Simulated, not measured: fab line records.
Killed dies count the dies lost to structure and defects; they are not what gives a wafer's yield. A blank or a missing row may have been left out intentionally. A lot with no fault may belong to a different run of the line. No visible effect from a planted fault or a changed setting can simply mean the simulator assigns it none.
Which of the tools did it? | flow nandHarc | 24 lots with 72 wafers sampled at 6 steps, on a route of 1302 steps

WHAT THE GAUGES READ, wafer by wafer
NHARC_P_ZERO_WELL_CD_MEAS_24: the cd target is 720 nm.
lot  | measured     | on       | cdNm (nm)
L074 | day 1 22:49  | cdSem-01 | 720.5 719.2 721.3
L075 | day 2 08:20  | cdSem-03 | 720.0 719.3 720.1
L076 | day 2 18:31  | cdSem-02 | 718.9 720.6 723.0
L077 | day 3 04:21  | cdSem-01 | 719.4 720.4 721.9
L078 | day 3 14:30  | cdSem-01 | 721.7 718.3 719.7
L079 | day 4 00:20  | cdSem-03 | 718.9 720.3 718.0
L080 | day 4 10:21  | cdSem-01 | 715.9 716.4 719.3
L081 | day 4 20:40  | cdSem-03 | 721.1 716.4 717.5
L082 | day 5 06:46  | cdSem-02 | 720.7 717.7 719.9
L083 | day 5 16:28  | cdSem-03 | 720.2 720.6 719.3
L084 | day 6 02:49  | cdSem-01 | 720.6 720.0 719.2
L085 | day 6 12:28  | cdSem-01 | 719.6 717.2 720.5
L086 | day 6 22:31  | cdSem-02 | 721.3 719.2 721.2
L087 | day 7 08:47  | cdSem-02 | 722.6 720.6 719.2
L088 | day 7 18:27  | cdSem-01 | 721.3 719.3 722.5
L089 | day 8 04:35  | cdSem-01 | 719.3 719.8 717.7
L090 | day 8 14:53  | cdSem-01 | 719.7 718.9 718.1
L091 | day 9 00:27  | cdSem-02 | 719.4 720.5 719.1
L092 | day 9 10:29  | cdSem-02 | 719.1 719.6 718.7
L093 | day 9 20:27  | cdSem-03 | 720.7 718.6 719.0
L094 | day 10 06:36 | cdSem-03 | 719.5 717.6 721.5
L095 | day 10 16:29 | cdSem-01 | 721.0 719.9 722.6
L096 | day 11 02:28 | cdSem-01 | 718.6 718.1 718.0
L097 | day 11 13:34 | cdSem-01 | 723.5 718.6 720.8

NHARC_P_CONTACT_CD_MEAS_19.
lot  | measured     | on       | cdNm (nm)
L074 | day 6 07:44  | cdSem-03 | 92.5 89.3 89.4
L075 | day 6 13:14  | cdSem-03 | 91.7 91.9 92.6
L076 | day 7 03:17  | cdSem-03 | 90.0 89.2 88.7
L077 | day 7 03:59  | cdSem-03 | 89.7 90.9 91.6
L078 | day 7 18:33  | cdSem-03 | 87.7 89.7 88.2
L079 | day 8 00:55  | cdSem-01 | 89.4 90.4 90.7
L080 | day 8 11:57  | cdSem-03 | 92.8 90.4 90.6
L081 | day 9 05:00  | cdSem-02 | 88.3 90.2 89.4
L082 | day 9 05:43  | cdSem-02 | 90.8 92.5 90.5
L083 | day 9 22:30  | cdSem-03 | 89.5 88.5 89.9
L084 | day 9 21:53  | cdSem-01 | 90.4 88.9 91.5
L085 | day 10 19:55 | cdSem-02 | 91.7 89.1 90.7
L086 | day 11 01:48 | cdSem-02 | 89.9 90.4 89.0
L087 | day 11 04:22 | cdSem-03 | 90.3 91.8 91.9
L088 | day 11 21:23 | cdSem-03 | 90.6 91.5 91.1
L089 | day 11 22:16 | cdSem-02 | 88.6 89.0 91.1
L090 | day 12 17:04 | cdSem-02 | 87.6 89.2 90.4
L091 | day 13 04:02 | cdSem-01 | 90.1 91.7 88.1
L092 | day 13 08:57 | cdSem-02 | 89.9 90.2 92.2
L093 | day 14 06:22 | cdSem-01 | 93.1 90.6 89.7
L094 | day 14 12:47 | cdSem-03 | 90.6 92.1 92.3
L095 | day 14 13:06 | cdSem-02 | 89.9 91.6 90.4
L096 | day 15 03:01 | cdSem-02 | 87.4 91.2 90.8
L097 | day 15 10:59 | cdSem-01 | 88.9 90.3 89.6

EACH LOT AND THE TOOL THAT RAN IT (in order: tool; ch and the chambers of the sampled wafers; start)
lot  | NHARC_P_ZERO_WELL_DESCUM_13       | NHARC_P_GATE_DESCUM_13            | NHARC_P_GATE_ETCH_114                        | NHARC_P_GATE_DEGAS_109
L074 | rieDiel-03 ch 0,3, day 1 21:35    | rieDiel-02 ch 1,2, day 4 18:09    | rieDiel-06 ch 0,2,3, day 6 04:16 or earlier  | pvdSputter-01, day 6 04:16
L075 | rieDiel-03 ch 0,3, day 2 07:17    | rieDiel-13 ch 0,1, day 5 02:32    | rieDiel-02 ch 0,1,3, day 6 09:37 or earlier  | pvdSputter-03, day 6 09:37
L076 | rieDiel-07 ch 0,2,3, day 2 17:25  | rieDiel-13 ch 0,2, day 5 12:22    | rieDiel-06 ch 0,1, day 6 23:40 or earlier    | pvdSputter-03, day 6 23:40
L077 | rieDiel-07 ch 2,3, day 3 03:17    | rieDiel-02 ch 0,2,3, day 5 12:32  | rieDiel-06 ch 0,1,2, day 7 00:22 or earlier  | pvdSputter-01, day 7 00:22
L078 | rieDiel-10 ch 0,1,3, day 3 13:17  | rieDiel-13 ch 1,2, day 6 06:23    | rieDiel-02 ch 0,3, day 7 14:55 or earlier    | pvdSputter-02, day 7 14:55
L079 | rieDiel-03 ch 0,2,3, day 3 23:17  | rieDiel-02 ch 0,1,2, day 6 11:30  | rieDiel-02 ch 2,3, day 7 21:19 or earlier    | pvdSputter-01, day 7 21:19
L080 | rieDiel-10 ch 0,3, day 4 09:16    | rieDiel-06 ch 0,1, day 7 00:25    | rieDiel-02 ch 1,2,3, day 8 08:18 or earlier  | pvdSputter-01, day 8 08:18
L081 | rieDiel-03 ch 0,3, day 4 19:16    | rieDiel-13 ch 2,3, day 7 18:03    | rieDiel-13 ch 0,1,3, day 9 01:22 or earlier  | pvdSputter-01, day 9 01:22
L082 | rieDiel-07 ch 1,2,3, day 5 05:28  | rieDiel-02 ch 0,2,3, day 7 17:53  | rieDiel-02 ch 0,1,2, day 9 02:06 or earlier  | pvdSputter-02, day 9 02:06
L083 | rieDiel-07 ch 0,1,2, day 5 15:25  | rieDiel-02 ch 0,3, day 8 11:25    | rieDiel-13 ch 0,1,2, day 9 18:52 or earlier  | pvdSputter-01, day 9 18:52
L084 | rieDiel-10 ch 0,1,2, day 6 01:39  | rieDiel-06 ch 0,3, day 8 11:34    | rieDiel-06 ch 0,3, day 9 18:23 or earlier    | pvdSputter-02, day 9 18:23
L085 | rieDiel-10 ch 0,3, day 6 11:17    | rieDiel-02 ch 1,2,3, day 9 06:07  | rieDiel-13 ch 0,3, day 10 16:16 or earlier   | pvdSputter-02, day 10 16:16
L086 | rieDiel-07 ch 2,3, day 6 21:16    | rieDiel-02 ch 0,1,3, day 9 11:22  | rieDiel-06 ch 0,3, day 10 22:10 or earlier   | pvdSputter-03, day 10 22:10
L087 | rieDiel-03 ch 1,2,3, day 7 07:23  | rieDiel-02 ch 1,3, day 9 16:36    | rieDiel-06 ch 0,2,3, day 11 00:45 or earlier | pvdSputter-02, day 11 00:45
L088 | rieDiel-03 ch 0,1, day 7 17:16    | rieDiel-02 ch 0,1,2, day 10 09:43 | rieDiel-06 ch 0,3, day 11 17:52 or earlier   | pvdSputter-03, day 11 17:52
L089 | rieDiel-10 ch 0,1,2, day 8 03:24  | rieDiel-06 ch 0,1,3, day 10 09:40 | rieDiel-02 ch 0,1,3, day 11 18:38 or earlier | pvdSputter-02, day 11 18:38
L090 | rieDiel-03 ch 2,3, day 8 13:17    | rieDiel-13 ch 0,3, day 11 03:26   | rieDiel-02 ch 0,2,3, day 12 13:34 or earlier | pvdSputter-01, day 12 13:34
L091 | rieDiel-07 ch 1,2, day 8 23:23    | rieDiel-02 ch 0,1,2, day 11 14:35 | rieDiel-06 ch 0,1,2, day 13 00:32 or earlier | pvdSputter-01, day 13 00:32
L092 | rieDiel-07 ch 0,2,3, day 9 09:25  | rieDiel-13 ch 2,3, day 11 21:51   | rieDiel-06 ch 1,3, day 13 05:08 or earlier   | pvdSputter-03, day 13 05:08
L093 | rieDiel-10 ch 0,3, day 9 19:23    | rieDiel-02 ch 2,3, day 12 14:31   | rieDiel-13 ch 0,2,3, day 14 02:38 or earlier | pvdSputter-02, day 14 02:38
L094 | rieDiel-10 ch 0,2,3, day 10 05:25 | rieDiel-06 ch 0,1, day 13 02:11   | rieDiel-06 ch 0,1,2, day 14 09:10 or earlier | pvdSputter-02, day 14 09:10
L095 | rieDiel-03 ch 0,1,2, day 10 15:16 | rieDiel-13 ch 0,1,3, day 13 02:23 | rieDiel-13 ch 1,3, day 14 09:28 or earlier   | pvdSputter-03, day 14 09:28
L096 | rieDiel-03 ch 0,1,2, day 11 01:21 | rieDiel-02 ch 0,2,3, day 13 15:03 | rieDiel-13 ch 2,3, day 14 23:16 or earlier   | pvdSputter-01, day 14 23:16
L097 | rieDiel-03 ch 0,3, day 11 11:55   | rieDiel-13 ch 1,2,3, day 13 20:58 | rieDiel-06 ch 0,1,2, day 15 07:20 or earlier | pvdSputter-02, day 15 07:20
- NHARC_P_ZERO_WELL_DESCUM_13: chemistry O2, time 3 s.
- NHARC_P_GATE_DESCUM_13: chemistry O2, time 3 s.
- NHARC_P_GATE_ETCH_114: etches the open film in CF4/O2, target depth 30 nm, overetch 3 nm, time 16.5 s.
- NHARC_P_GATE_DEGAS_109: time 60 s.

AS READ BY THE TOOLS THEMSELVES (means over the sampled wafers that have a number; for cases with no such wafer, the mark the record gives instead)
NHARC_P_ZERO_WELL_DESCUM_13.
lot  | tool       | drypumpMotorCurrentA (A) | oesProductAu (a.u.) | rfVppV (V) | showerheadPlenumPTorr (Torr) | throttleValvePct (%)
L074 | rieDiel-03 | 5.7                      | 1.011               | 57.5       | 1.87                         | 11.302
L075 | rieDiel-03 | 6.0                      | 1.003               | 57.1       | 1.87                         | 11.315
L076 | rieDiel-07 | 5.9                      | 1.013               | 57.1       | 1.90                         | 11.304
L077 | rieDiel-07 | 6.1                      | 1.012               | 57.5       | 1.90                         | 11.310
L078 | rieDiel-10 | 5.6                      | 0.997               | 58.2       | 1.93                         | 11.311
L079 | rieDiel-03 | 5.6                      | 1.009               | 58.0       | 1.92                         | 11.314
L080 | rieDiel-10 | 4.9                      | 0.996               | 58.8       | 1.97                         | 11.316
L081 | rieDiel-03 | 5.7                      | 1.007               | 58.2       | 1.86                         | 11.309
L082 | rieDiel-07 | 6.1                      | 1.014               | 57.7       | 1.94                         | 11.308
L083 | rieDiel-07 | 5.9                      | 1.006               | 57.7       | 1.88                         | 11.313
L084 | rieDiel-10 | 6.0                      | 0.992               | 57.4       | 1.86                         | 11.314
L085 | rieDiel-10 | 4.9                      | 0.997               | 58.3       | 1.96                         | 11.305
L086 | rieDiel-07 | 6.2                      | 1.008               | 57.7       | 1.95                         | 11.314
L087 | rieDiel-03 | 5.6                      | 1.002               | 57.5       | 1.89                         | 11.299
L088 | rieDiel-03 | 6.2                      | 0.994               | 56.5       | 1.82                         | 11.305
L089 | rieDiel-10 | 6.0                      | 0.993               | 58.0       | 1.86                         | 11.311
L090 | rieDiel-03 | 5.3                      | 0.998               | 57.5       | 1.96                         | 11.310
L091 | rieDiel-07 | 6.1                      | 1.011               | 58.2       | 1.93                         | 11.318
L092 | rieDiel-07 | 6.0                      | 1.006               | 57.6       | 1.88                         | 11.312
L093 | rieDiel-10 | 4.9                      | 1.011               | 58.1       | 1.95                         | 11.308
L094 | rieDiel-10 | 5.4                      | 0.999               | 57.9       | 1.89                         | 11.313
L095 | rieDiel-03 | 5.9                      | 1.006               | 57.7       | 1.88                         | 11.309
L096 | rieDiel-03 | 5.9                      | 0.996               | 57.5       | 1.88                         | 11.318
L097 | rieDiel-03 | 5.7                      | 1.003               | 57.6       | 1.85                         | 11.312

NHARC_P_GATE_DESCUM_13.
lot  | tool       | drypumpMotorCurrentA (A) | oesProductAu (a.u.) | rfVppV (V) | showerheadPlenumPTorr (Torr) | throttleValvePct (%)
L074 | rieDiel-02 | 5.8                      | 0.997               | 58.3       | 1.89                         | 11.299
L075 | rieDiel-13 | 5.6                      | 0.998               | 58.2       | 1.92                         | 11.309
L076 | rieDiel-13 | 5.3                      | 0.994               | 57.7       | 1.99                         | 11.305
L077 | rieDiel-02 | 5.8                      | 0.994               | 56.8       | 1.94                         | 11.316
L078 | rieDiel-13 | 5.5                      | 0.993               | 57.5       | 2.01                         | 11.309
L079 | rieDiel-02 | 5.8                      | 0.991               | 57.9       | 1.95                         | 11.317
L080 | rieDiel-06 | 6.4                      | 1.005               | 57.9       | 1.81                         | 11.308
L081 | rieDiel-13 | 6.1                      | 0.998               | 58.6       | 1.90                         | 11.304
L082 | rieDiel-02 | 5.8                      | 1.001               | 57.6       | 1.94                         | 11.303
L083 | rieDiel-02 | 5.8                      | 0.994               | 58.3       | 1.98                         | 11.320
L084 | rieDiel-06 | 6.2                      | 0.993               | 57.1       | 1.86                         | 11.306
L085 | rieDiel-02 | 5.8                      | 0.988               | 57.4       | 1.92                         | 11.317
L086 | rieDiel-02 | 5.7                      | 0.979               | 58.3       | 1.99                         | 11.320
L087 | rieDiel-02 | 5.7                      | 0.998               | 57.6       | 1.96                         | 11.307
L088 | rieDiel-02 | 5.8                      | 0.994               | 58.5       | 1.95                         | 11.310
L089 | rieDiel-06 | 6.0                      | 0.995               | 58.0       | 1.86                         | 11.312
L090 | rieDiel-13 | 5.6                      | 1.001               | 57.9       | 1.91                         | 11.316
L091 | rieDiel-02 | 5.8                      | 0.996               | 57.2       | 1.95                         | 11.312
L092 | rieDiel-13 | 6.1                      | 1.012               | 58.1       | 1.90                         | 11.316
L093 | rieDiel-02 | 5.9                      | 0.996               | 57.4       | 1.88                         | 11.313
L094 | rieDiel-06 | 6.4                      | 1.011               | 57.3       | 1.80                         | 11.316
L095 | rieDiel-13 | 5.8                      | 1.003               | 57.3       | 1.89                         | 11.320
L096 | rieDiel-02 | 5.8                      | 0.996               | 58.1       | 1.94                         | 11.310
L097 | rieDiel-13 | 5.9                      | 0.996               | 57.1       | 1.93                         | 11.304

NHARC_P_GATE_ETCH_114.
lot  | tool       | drypumpMotorCurrentA (A) | oesProductAu (a.u.) | rfVppV (V) | showerheadPlenumPTorr (Torr) | throttleValvePct (%)
L074 | rieDiel-06 | 5.9                      | 1.010               | 197.4      | 1.31                         | 13.401
L075 | rieDiel-02 | 5.7                      | 0.984               | 199.3      | 1.39                         | 13.396
L076 | rieDiel-06 | 6.1                      | 1.015               | 196.2      | 1.26                         | 13.404
L077 | rieDiel-06 | 6.1                      | 1.007               | 196.1      | 1.28                         | 13.397
L078 | rieDiel-02 | 5.8                      | 1.006               | 198.6      | 1.40                         | 13.396
L079 | rieDiel-02 | 5.8                      | 1.001               | 197.8      | 1.34                         | 13.398
L080 | rieDiel-02 | 5.8                      | 0.997               | 197.9      | 1.34                         | 13.401
L081 | rieDiel-13 | 5.8                      | 1.003               | 196.6      | 1.32                         | 13.395
L082 | rieDiel-02 | 5.7                      | 0.995               | 197.6      | 1.36                         | 13.392
L083 | rieDiel-13 | 5.5                      | 0.994               | 198.2      | 1.38                         | 13.400
L084 | rieDiel-06 | 6.2                      | 0.994               | 196.9      | 1.30                         | 13.399
L085 | rieDiel-13 | 6.1                      | 1.006               | 197.0      | 1.30                         | 13.392
L086 | rieDiel-06 | 5.8                      | 0.993               | 197.6      | 1.33                         | 13.400
L087 | rieDiel-06 | 6.0                      | 1.004               | 197.6      | 1.31                         | 13.406
L088 | rieDiel-06 | 5.8                      | 1.006               | 198.2      | 1.33                         | 13.400
L089 | rieDiel-02 | 5.7                      | 0.992               | 198.2      | 1.38                         | 13.393
L090 | rieDiel-02 | 5.8                      | 0.998               | 197.5      | 1.35                         | 13.390
L091 | rieDiel-06 | 6.1                      | 1.011               | 196.0      | 1.28                         | 13.400
L092 | rieDiel-06 | 5.7                      | 0.998               | 197.8      | 1.29                         | 13.397
L093 | rieDiel-13 | 5.7                      | 0.997               | 197.9      | 1.36                         | 13.402
L094 | rieDiel-06 | 6.1                      | 1.010               | 196.5      | 1.28                         | 13.404
L095 | rieDiel-13 | 6.0                      | 1.001               | 197.2      | 1.31                         | 13.401
L096 | rieDiel-13 | 6.1                      | 1.008               | 197.2      | 1.32                         | 13.396
L097 | rieDiel-06 | 6.1                      | 1.004               | 196.1      | 1.28                         | 13.399

NHARC_P_GATE_DEGAS_109.
lot  | tool          | heaterPowerW (W)
L074 | pvdSputter-01 | 528
L075 | pvdSputter-03 | 453
L076 | pvdSputter-03 | 449
L077 | pvdSputter-01 | 504
L078 | pvdSputter-02 | 532
L079 | pvdSputter-01 | 516
L080 | pvdSputter-01 | 521
L081 | pvdSputter-01 | 531
L082 | pvdSputter-02 | 523
L083 | pvdSputter-01 | 529
L084 | pvdSputter-02 | 503
L085 | pvdSputter-02 | 531
L086 | pvdSputter-03 | 473
L087 | pvdSputter-02 | 510
L088 | pvdSputter-03 | 446
L089 | pvdSputter-02 | 504
L090 | pvdSputter-01 | 533
L091 | pvdSputter-01 | 519
L092 | pvdSputter-03 | 461
L093 | pvdSputter-02 | 512
L094 | pvdSputter-02 | 512
L095 | pvdSputter-03 | 437
L096 | pvdSputter-01 | 519
L097 | pvdSputter-02 | 547

THE ANSWER, worked out from the rows above alone
Rule: usual is defined by the lots themselves. The widest of any qualifying gaps counts: lots, ordered by their means at a reading, are off when they make up no more than a third of the lots, leave a main group of 4 or more, and stand apart from it by 3 or more times the standard deviation of that group's means. Not used: any main group whose means are identical at the precision the tables above print for the reading. A lot without any number at a reading at which 4 lots or more have one is off too. Any other lot the step has rows for is counted as sound. Order of review: gauges by route order, followed by the tools' own readings, for which a lot's mean as printed above is used. At the first step where some lot is off, the reading lying furthest off is the one used; lots without a number count as furthest.
No lot is off on any of the readings shown, so nothing can be concluded from this.

WHAT THE SIMULATOR PUT IN
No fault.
